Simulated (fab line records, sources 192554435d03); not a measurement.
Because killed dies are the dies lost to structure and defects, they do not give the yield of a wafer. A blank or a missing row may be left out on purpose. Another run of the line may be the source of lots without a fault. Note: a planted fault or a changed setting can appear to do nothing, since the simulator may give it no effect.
Which tool did it? + flow n5 finfet + 12 lots, 36 wafers sampled, at 6 steps of a route of 1938

WHAT EACH GAUGE READ, for each wafer
N5_BEOL_M5_THK_MEAS_01.
| lot  | measured     | on            | M5_ILD_THK (nm)   |
|------|--------------|---------------|-------------------|
| L074 | day 10 16:20 | film metro-01 | 120.9 121.6 121.8 |
| L077 | day 11 19:03 | film metro-01 | 119.1 122.1 119.4 |
| L081 | day 12 03:26 | film metro-02 | 122.1 122.2 121.1 |
| L078 | day 12 19:52 | film metro-02 | 118.0 121.0 119.7 |
| L082 | day 12 22:32 | film metro-02 | 120.8 123.5 124.0 |
| L086 | day 13 13:46 | film metro-02 | 119.2 122.4 120.7 |
| L088 | day 14 05:35 | film metro-01 | 121.4 122.6 121.5 |
| L087 | day 14 12:39 | film metro-01 | 119.8 119.2 124.5 |
| L090 | day 15 07:58 | film metro-02 | 119.1 122.3 121.9 |
| L094 | day 15 16:36 | film metro-02 | 120.8 121.7 123.8 |
| L096 | day 16 09:12 | film metro-01 | 119.6 121.0 120.9 |
| L095 | day 17 20:06 | film metro-01 | 121.2 121.0 122.0 |

WHAT TOOL EACH LOT RAN ON (gives the tool, then ch and the chambers of the sampled wafers, and finally the start)
| lot  | N5_BEOL_M4_PRE_CLEAN_45      | N5_BEOL_M4_ALD_84                   | N5_BEOL_M4_ANNEAL_91         | N5_BEOL_M4_CO_CAP_55             | N5_BEOL_M5_ILD_DEP_00           |
|------|------------------------------|-------------------------------------|------------------------------|----------------------------------|---------------------------------|
| L074 | pvd sputter-01, day 10 11:16 | ald metal-03 ch 1,3, day 10 11:20   | pvd sputter-02, day 10 13:01 | cvd co-02 ch 1,2, day 10 14:34   | pecvd-02 ch 1,2, day 10 15:46   |
| L077 | pvd sputter-01, day 11 11:02 | ald metal-01 ch 0,3, day 11 11:06   | pvd sputter-03, day 11 15:22 | cvd co-02 ch 1,2, day 11 16:48   | pecvd-04 ch 0,1,2, day 11 18:23 |
| L081 | pvd sputter-02, day 11 22:07 | ald metal-03 ch 1,2,3, day 11 22:21 | pvd sputter-03, day 12 00:08 | cvd co-02 ch 0,1,2, day 12 01:35 | pecvd-02 ch 0,1,2, day 12 02:52 |
| L078 | pvd sputter-03, day 12 13:32 | ald metal-03 ch 0,2, day 12 13:35   | pvd sputter-03, day 12 16:35 | cvd co-01 ch 0,1, day 12 18:03   | pecvd-03 ch 1,2, day 12 19:17   |
| L082 | pvd sputter-01, day 12 16:57 | ald metal-02 ch 2,3, day 12 17:02   | pvd sputter-03, day 12 19:02 | cvd co-01 ch 0,1,2, day 12 20:44 | pecvd-02 ch 0,1,2, day 12 21:58 |
| L086 | pvd sputter-03, day 13 08:28 | ald metal-02 ch 0,3, day 13 08:33   | pvd sputter-03, day 13 10:32 | cvd co-02 ch 0,1, day 13 11:59   | pecvd-03 ch 0,1,2, day 13 13:11 |
| L088 | pvd sputter-02, day 14 00:01 | ald metal-03 ch 0,1, day 14 00:05   | pvd sputter-02, day 14 01:58 | cvd co-02 ch 0,1, day 14 03:49   | pecvd-02 ch 0,2, day 14 05:00   |
| L087 | pvd sputter-03, day 14 05:41 | ald metal-02 ch 1,2,3, day 14 05:47 | pvd sputter-03, day 14 09:26 | cvd co-02 ch 1,2, day 14 10:53   | pecvd-04 ch 0,1,2, day 14 12:04 |
| L090 | pvd sputter-01, day 15 00:00 | ald metal-02 ch 0,2, day 15 00:07   | pvd sputter-02, day 15 02:23 | cvd co-02 ch 0,2, day 15 06:10   | pecvd-03 ch 1,2, day 15 07:23   |
| L094 | pvd sputter-01, day 15 11:21 | ald metal-01 ch 1,2, day 15 11:26   | pvd sputter-03, day 15 13:13 | cvd co-01 ch 1,2, day 15 14:47   | pecvd-02 ch 1,2, day 15 16:01   |
| L096 | pvd sputter-03, day 16 03:43 | ald metal-03 ch 0,2,3, day 16 03:49 | pvd sputter-03, day 16 05:50 | cvd co-01 ch 0,1,2, day 16 07:25 | pecvd-03 ch 0,2, day 16 08:38   |
| L095 | pvd sputter-01, day 17 15:11 | ald metal-02 ch 0,1,3, day 17 15:16 | pvd sputter-02, day 17 16:53 | cvd co-02 ch 0,1, day 17 18:20   | pecvd-03 ch 0,1,2, day 17 19:32 |
- N5_BEOL_M4_PRE_CLEAN_45: time 30 s.
- N5_BEOL_M4_ALD_84: deposits TaN, pulse time 2 s, purge time 3 s, co reactant purge time 2 s.
- N5_BEOL_M4_ANNEAL_91: time 240 s.
- N5_BEOL_M4_CO_CAP_55: material Co, precursor CCTBA/H2, target thk 2 nm, time 102.1 s.
- N5_BEOL_M5_ILD_DEP_00: deposits SiCOH lowk from DEMS/porogen, target thk 140.64 nm, time 25.9 s.

THE ANSWER, worked out from the rows above alone
Rule: usual is defined by the lots themselves. Put in order of their means at a reading, lots are off if they are a third of the lots or fewer, leave a main group of 4 or more, and stand apart from it by a gap of 3 or more times the standard deviation of the main group's means; of several such gaps the widest counts. The tables above print the reading to a certain number of digits; a main group whose means all agree to those digits is not used. Also off: a lot with no number at a reading for which 4 or more lots have one. Where the step has rows for the other lots, those lots are counted as sound.
Nothing can be told from this: no lot is off at any reading shown.

WHAT THE SIMULATOR HAD INSERTED
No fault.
